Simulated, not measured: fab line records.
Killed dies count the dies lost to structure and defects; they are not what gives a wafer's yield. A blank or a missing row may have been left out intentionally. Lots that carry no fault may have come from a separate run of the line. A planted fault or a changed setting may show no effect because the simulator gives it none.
Problem report, 8D (eight disciplines) form, completed by code / flow nandHarc / the parts of the form that need people (team, actions taken, sign-off) are left out

1. PROBLEM STATEMENT
killedAtArray at NHARC_END_SORT_01 reads a mean of 674 on 2 wafers of 2 lots; wafers without a fault read 56 with a standard deviation of 19. That puts it +33 standard deviations away from the usual mean.
First observed at day 30 17:01: wafer L703.6, on prober-01. At this step, 33 wafers from 11 lots have a number in the record. Rule for "out" (also "out of limits"): further than 4 standard deviations from the usual mean. Any other wafer with a number is counted as sound.

2. WHAT IT IS, WHAT IT ISN'T
question=which readings at this step | is=killedAtArray, killedDies | is not=killedAtOther, killedAtPeriphery, killedOpen, killedShort
question=which lots | is=L703, L704 | is not=L690, L691, L692, L694, L695, L697, L711, L712, L713
question=which wafers of those lots | is=L703.6, L704.6 | is not=L703.1, L703.5, L704.3, L704.5
question=read on which gauges | is=prober-01, prober-02 | is not=-
question=when | is=from day 30 17:01 | is not=up to then (22 sound wafers); but 9 sound wafers of L711, L712, L713 came after

3. WHAT RULES OUT EACH SUSPECT
Counting: a tool at a process step up to the reading stays a suspect if it ran every lot that is out. Sound lots after the first of them don't rule it out here, since some wafers of a struck lot are sound.
- the gauge at NHARC_END_SORT_01 is ruled out. Those wafers that are out were read across 2 gauges (prober-01, prober-02).
- rieDiel-03 at NHARC_A_CONTACT_ETCH_98 (etches the open film in C4F6/O2, target depth 20 nm, time 10 s): kept. It processed each lot that is out (first: L703, day 28 10:56); up to then, its last sound lot is L697 (day 25 01:03). Its own oesProductAu readings are out on those wafers.
- rieDiel-03 at NHARC_A_CONTACT_ETCH_110 (etches the open film in CF4/O2, target depth 60 nm, overetch 6 nm, time 33 s): kept. It processed each lot that is out (first: L703, day 28 11:31); up to then, its last sound lot is L697 (day 25 01:26).
- In rieDiel-03 at NHARC_A_CONTACT_ETCH_98, the wafers that are out were processed in chamber 0 and their sound lot-mates in chambers 1, 3.
Remaining after the count are rieDiel-03 at NHARC_A_CONTACT_ETCH_98 and rieDiel-03 at NHARC_A_CONTACT_ETCH_110.

4. THE CAUSE (what the simulator had put in)
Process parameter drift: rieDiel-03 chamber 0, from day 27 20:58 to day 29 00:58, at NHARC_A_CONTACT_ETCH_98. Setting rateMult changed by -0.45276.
2 suspects survive the count, and this tool is in that group.

5. SEQUENCE OF EFFECTS, ordered by route
Rows list readings where the struck wafers' mean (over those with a number) sits beyond 3 standard deviations from the usual. Only readings whose record carries a usual standard deviation are examined. hours: median over the lots of the time between each lot's start at the first step of this table that gives one and its start at this step. sigmas: the change, counted in usual standard deviations.
hours=0; step=NHARC_A_CONTACT_ETCH_98; reading=oesProductAu; usual=0.956 a.u.; on struck wafers=0.680; change=-0.276; sigmas=-14
hours=52; step=NHARC_END_SORT_01; reading=killedAtArray; usual=56; on struck wafers=674; change=+618; sigmas=+33
hours=52; step=NHARC_END_SORT_01; reading=killedDies; usual=60; on struck wafers=677; change=+617; sigmas=+32
It contains these process steps:
- NHARC_A_CONTACT_ETCH_98: etches the open film in C4F6/O2, target depth 20 nm, time 10 s.

6. HOW IT WOULD HAVE BEEN CAUGHT EARLIER
The first out-of-limits reading at a measuring or inspecting step in this record came at day 30 17:01, 68 hours after the fault's start at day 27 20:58.
At NHARC_A_CONTACT_ETCH_98, the tool's own readings (oesProductAu) were out on each struck wafer the step has a row for, so an alarm limit on them would have fired on the first such wafer.
Each of the lots that are out, 2 in all, had begun NHARC_A_CONTACT_ETCH_98 on rieDiel-03 no later than day 30 17:01. None of them would have been spared by holding the tool at that moment.
